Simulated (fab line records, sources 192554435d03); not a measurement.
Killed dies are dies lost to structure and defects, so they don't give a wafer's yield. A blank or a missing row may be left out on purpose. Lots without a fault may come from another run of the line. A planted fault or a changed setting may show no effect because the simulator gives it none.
fab line records | flow n5_finfet | part 2 of 2: steps 5 to 6 of 6
record lots=22 wafers=66 last_day=18
route steps=1938 shown BEOL_M14@1766 BEOL_M15@1790 MIM_TOP@1834 MIM_BOT_LITHO@1865
lots that met no fault: from a run of the same line without faults
start_h: hours from the record's first day to the start of the lot's first wafer shown | wait_h: hours since the lot's step before | " the same as in the row above | L1.1+2: a row that stands for several wafers | - no value, or no start given | * or withheld: withheld | < > ~ a bound
route shown NAME@n: a module of which the file shows steps, and the number in the route of the first | usual: mean/standard deviation of fault-free wafers | same: alike in all rows | chamber/n: place in a boat | sites: the reading at each site | _std_site: their standard deviation | _edge_site: outer sites' mean less inner sites' | radius_mm: how far each site lies from the wafer's centre | mask NAME#n: copy n | behind: the tool/chamber that last shaped the wafer | hold: why the lot was held/for how many hours/how that ended | device: the transistor (n, p or np) that didn't switch | end of line: the same wafers' tests at the end of the route | a step without rows: its recipe alone | killed: dies lost to structure and defects at the first sort, not the wafer's yield | map: a wafer's dies, x killed, . not, _ none there
set.NAME: the setting as run; set.NAME@STEP: as run at that earlier step | model.NAME: the simulator's own value behind a step, which no gauge read
steps of the route over a sample of lots; a table a step, a row a wafer
services: from which hour (start_h, from the record's first day; less than 0 if before it) a tool's chamber was out of use, for how many hours, and why
## steps
# step N5_MIM_TOP_ALD_00
# recipe material=Al2O3 target_thk_a=* temp_c=withheld ald_precursor_family=TMA ald_co_reactant=O3 pulse_time_s=withheld purge_time_s=3 co_reactant_purge_time_s=withheld co_reactant_pulse_time_s=3 ald_cycles=withheld
# usual precursor_pulse_height_rel=1.000/0.021
# columns lot.wafer tool chamber start_h wait_h precursor_pulse_height_rel
L074.1 ald_hk-03 1 256.18 0.1 1.004
L074.4 " 2 " " 0.984
L074.5 " 2 " " 1.019
L076.2 ald_hk-02 2 259.85 0.1 1.003
L076.3 " 0 " " 1.029
L076.4 " 1 " " 1.004
L075.4 ald_hk-01 2 262.01 0.1 0.977
L075.5 " 2 " " 1.038
L075.6 " 3 " " 0.967
L077.1 ald_hk-02 0 269.64 0.1 1.004
L077.2 " 2 " " 1.001
L077.4 " 3 " " 0.995
L078.1 ald_hk-03 1 276.67 0.1 1.021
L078.4 " 0 " " 0.995
L078.6 " 2 " " 1.017
L081.2 ald_hk-02 3 301.07 0.1 1.011
L081.3 " 2 " " 0.983
L081.5 " 0 " " 1.032
L080.3 ald_hk-02 3 304.60 0.1 1.012
L080.4 " 0 " " 1.053
L080.5 " 2 " " 1.028
L082.3 ald_hk-02 3 310.15 0.1 1.003
L082.4 " 2 " " 1.022
L082.5 " 2 " " 0.973
L083.2 ald_hk-02 1 322.34 0.1 0.998
L083.5 " 3 " " 1.021
L083.6 " 0 " " 1.024
L084.2 ald_hk-03 0 322.56 0.1 0.999
L084.3 " 3 " " 0.972
L084.6 " 1 " " 0.978
L086.1 ald_hk-01 3 322.88 0.1 0.996
L086.3 " 0 " " 1.005
L086.5 " 0 " " 1.015
L087.1 ald_hk-02 1 344.82 0.1 1.013
L087.5 " 0 " " 0.995
L087.6 " 3 " " 1.035
L090.2 ald_hk-01 3 360.09 0.1 1.007
L090.3 " 1 " " 1.016
L090.5 " 2 " " 1.007
L088.1 ald_hk-03 0 363.58 0.1 0.983
L088.3 " 3 " " 0.996
L088.4 " 2 " " 1.034
L091.2 ald_hk-03 1 369.87 0.1 0.984
L091.3 " 0 " " 1.021
L091.6 " 1 " " 0.962
L089.1 ald_hk-03 0 373.43 0.1 0.991
L089.4 " 3 " " 1.005
L089.5 " 0 " " 1.024
L093.3 ald_hk-01 0 382.57 0.1 0.986
L093.4 " 2 " " 0.951
L093.6 " 2 " " 0.956
L092.1 ald_hk-03 3 382.93 0.1 0.993
L092.2 " 1 " " 1.005
L092.3 " 0 " " 1.026
L094.1 ald_hk-02 3 383.17 0.1 0.978
L094.5 " 0 " " 1.009
L094.6 " 1 " " 1.027
L095.2 ald_hk-02 1 397.22 0.1 0.987
L095.3 " 0 " " 1.015
L095.4 " 3 " " 1.007
L096.2 ald_hk-02 2 420.02 0.1 0.982
L096.4 " 3 " " 0.995
L096.6 " 3 " " 1.014
L097.3 ald_hk-03 2 420.58 0.1 0.997
L097.5 " 2 " " 0.993
L097.6 " 1 " " 1.022
# step N5_MIM_BOT_LITHO_DESCUM_10
# recipe chemistry=O2 time_s=7.9 source_power_w=50 bias_power_w=20 pressure_mtorr=20 rf_frequency_hz=2.712e+07 temp_c=40 o2_flow_sccm=225
# usual bias_power_w=20.00/0.065 drypump_motor_current_A=5.9/0.58 oes_product_au=0.81/0.082 rf_fwd_power_W=49.59/0.18 rf_vpp_V=242.8/1.6 showerhead_plenum_p_Torr=2.09/0.084 throttle_valve_pct=20.41/0.23
# columns lot.wafer tool chamber start_h wait_h bias_power_w drypump_motor_current_A oes_product_au rf_fwd_power_W rf_hours_counter_h rf_vpp_V showerhead_plenum_p_Torr throttle_valve_pct
L074.1 rie_diel-06 2 260.38 0.2 19.91 6.2 0.88 49.47 56 242.2 2.05 20.46
L074.4 " 1 " " 20.04 5.9 0.90 49.79 31 245.3 2.23 20.14
L074.5 " 1 " " 20.00 5.9 0.91 49.59 - 244.3 2.23 20.14
L076.2 rie_diel-05 2 262.26 0.0 19.93 6.6 0.68 49.77 234 241.9 2.08 20.68
L076.3 " 3 " " 20.00 4.9 0.79 49.81 72 241.9 2.04 20.00
L076.4 " 2 " " 20.01 6.6 0.68 49.60 - 242.4 2.08 20.70
L075.4 rie_diel-06 3 265.93 0.1 20.05 6.4 0.70 49.61 212 241.8 2.16 20.68
L075.5 " 0 " " 19.92 4.9 0.68 49.87 - 241.2 1.97 20.92
L075.6 " 3 " " 19.96 6.4 0.70 49.61 - 244.7 2.16 20.68
L077.1 rie_diel-05 1 272.60 0.0 19.94 6.4 0.86 49.90 67 242.2 2.04 20.32
L077.2 " 2 " " 19.99 6.6 0.69 49.49 238 242.4 2.08 20.69
L077.4 " 0 " " 20.03 6.0 0.75 49.68 162 240.9 2.00 20.26
L078.1 rie_diel-06 3 278.84 0.0 19.99 6.4 0.70 49.50 216 243.5 2.16 20.68
L078.4 " 1 " " 19.97 5.9 0.89 49.44 38 245.0 2.23 20.14
L078.6 " 3 " " 20.09 6.5 0.70 49.46 - 244.5 2.16 20.67
L081.2 rie_diel-02 2 303.38 0.0 19.95 6.3 0.74 49.67 136 242.8 2.02 20.51
L081.3 " 1 " " 19.97 5.5 0.80 49.47 82 242.6 2.03 19.99
L081.5 " 2 " " 19.94 6.3 0.74 49.57 - 242.8 2.02 20.52
L080.3 rie_diel-02 1 307.65 0.0 20.11 5.5 0.81 49.53 82 241.2 2.03 19.98
L080.4 " 2 " " 20.06 6.2 0.74 49.85 137 241.8 2.02 20.53
L080.5 " 2 " " 20.02 6.2 0.75 49.78 - 240.8 2.02 20.52
L082.3 rie_diel-06 2 312.46 0.0 19.99 6.2 0.85 49.50 75 241.3 2.04 20.50
L082.4 " 2 " " 20.02 6.3 0.84 49.53 - 240.8 2.04 20.49
L082.5 " 1 " " 20.00 5.9 0.88 49.33 - 245.9 2.22 20.16
L083.2 rie_diel-06 2 324.51 0.0 20.10 6.2 0.84 49.52 80 242.0 2.04 20.49
L083.5 " 3 " " 20.08 6.5 0.68 49.66 - 243.3 2.15 20.70
L083.6 " 0 " " 20.17 4.9 0.95 49.76 - 245.6 2.23 20.48
L084.2 rie_diel-06 2 324.73 0.0 20.08 6.2 0.84 49.53 80 241.2 2.04 20.49
L084.3 " 3 " " 19.87 6.5 0.69 49.57 235 243.6 2.15 20.71
L084.6 " 2 " " 19.99 6.2 0.84 49.50 - 242.5 2.04 20.51
L086.1 rie_diel-05 0 325.04 0.0 19.99 6.0 0.73 49.79 178 241.5 1.99 20.28
L086.3 " 3 " " 19.92 4.9 0.77 49.67 96 242.1 2.03 20.04
L086.5 " 0 " " 19.94 6.0 0.73 49.75 - 241.3 1.99 20.28
L087.1 rie_diel-05 1 346.89 0.0 19.91 6.4 0.83 49.87 97 241.5 2.03 20.38
L087.5 " 2 " " 20.03 6.5 0.95 49.82 - 240.0 2.08 20.29
L087.6 " 1 " " 19.87 6.4 0.82 49.79 - 241.4 2.03 20.37
L090.2 rie_diel-06 0 362.31 0.0 19.95 4.9 0.92 49.58 13 244.9 2.23 20.49
L090.3 " 2 " " 19.96 6.2 0.83 49.74 90 242.6 2.03 20.49
L090.5 " 3 " " 19.91 6.4 0.68 49.45 - 243.3 2.15 20.72
L088.1 rie_diel-06 1 367.38 0.0 19.94 5.9 0.85 49.31 68 244.6 2.22 20.19
L088.3 " 3 " " 19.97 6.5 0.68 49.44 246 244.9 2.15 20.72
L088.4 " 2 " " 20.04 6.2 0.82 49.58 91 241.9 2.03 20.52
L091.2 rie_diel-02 1 372.35 0.0 19.99 5.5 0.78 49.24 105 242.2 2.02 20.02
L091.3 " 0 " " 19.94 5.1 0.80 49.72 112 240.4 2.04 20.49
L091.6 " 0 " " 19.95 5.0 0.80 49.63 - 241.8 2.04 20.51
L089.1 rie_diel-05 0 376.43 0.0 19.95 6.0 0.72 49.50 199 240.8 1.98 20.30
L089.4 " 1 " " 19.98 6.4 0.82 49.99 - 241.8 2.02 20.37
L089.5 " 2 " " 19.89 6.6 0.94 49.58 - 241.4 2.07 20.31
L093.3 rie_diel-02 1 384.68 0.0 20.04 5.5 0.78 49.48 107 239.8 2.02 20.02
L093.4 " 2 " " 20.01 6.2 0.71 49.64 162 240.6 2.01 20.56
L093.6 " 0 " " 19.94 5.1 0.80 49.62 - 242.2 2.04 20.50
L092.1 rie_diel-06 1 386.96 0.0 19.97 5.9 0.84 49.74 77 245.8 2.21 20.20
L092.2 " 0 " " 19.92 4.9 0.88 49.55 22 246.8 2.22 20.51
L092.3 " 3 " " 20.00 6.5 0.67 49.14 252 244.1 2.15 20.72
L094.1 rie_diel-02 0 387.13 0.2 19.96 5.0 0.80 49.44 115 242.3 2.04 20.49
L094.5 " 2 " " 20.02 6.3 0.71 49.66 - 242.9 2.01 20.53
L094.6 " 1 " " 19.99 5.5 0.77 49.42 - 242.4 2.02 20.02
L095.2 rie_diel-06 2 399.10 0.0 19.98 6.2 0.83 49.65 99 241.1 2.03 20.52
L095.3 " 1 " " 20.06 5.9 0.85 49.66 82 243.9 2.21 20.21
L095.4 " 2 " " 20.06 6.2 0.83 49.58 - 240.7 2.03 20.53
L096.2 rie_diel-06 0 425.98 1.1 20.04 4.9 0.85 49.58 39 245.7 2.22 20.52
L096.4 " 3 " " 20.06 6.5 0.94 49.34 4 243.8 2.14 20.29
L096.6 " 3 " " 20.05 6.5 0.95 49.43 - 243.6 2.14 20.31
L097.3 rie_diel-06 2 426.28 0.8 20.05 6.2 0.80 49.54 112 244.2 2.03 20.56
L097.5 " 1 " " 20.04 5.9 0.82 49.40 - 244.9 2.21 20.23
L097.6 " 2 " " 20.00 6.2 0.81 49.52 - 241.9 2.03 20.54
## services
# columns tool chamber start_h hours kind
ald_hk-02 - 225.22 6.0 pm
rie_diel-02 - 229.71 0.5 repair
rie_diel-01 1 240.27 4.0 repair
rie_diel-05 0 258.19 9.4 repair
ald_hk-03 - 259.87 2.8 pm
rie_diel-02 0 264.49 9.9 repair
rie_diel-03 2 265.86 - clean
rie_diel-03 2 265.86 - consumable_replace:focus_ring
rie_diel-03 2 265.86 - consumable_replace:showerhead
rie_diel-04 2 273.35 7.5 repair
ald_hk-02 - 290.87 8.7 pm
rie_diel-05 0 307.30 4.3 repair
rie_diel-06 3 328.29 2.5 repair
rie_diel-04 1 328.93 6.7 repair
rie_diel-01 3 357.36 12.1 repair
rie_diel-01 2 358.45 3.4 repair
rie_diel-05 3 376.16 2.3 repair
rie_diel-02 - 381.76 0.5 repair
rie_diel-06 3 382.22 2.3 repair
rie_diel-06 2 382.64 11.7 repair
rie_diel-01 3 384.83 1.3 repair
rie_diel-06 0 392.19 4.8 repair
rie_diel-04 2 403.20 10.2 repair
rie_diel-02 - 413.98 13.0 repair
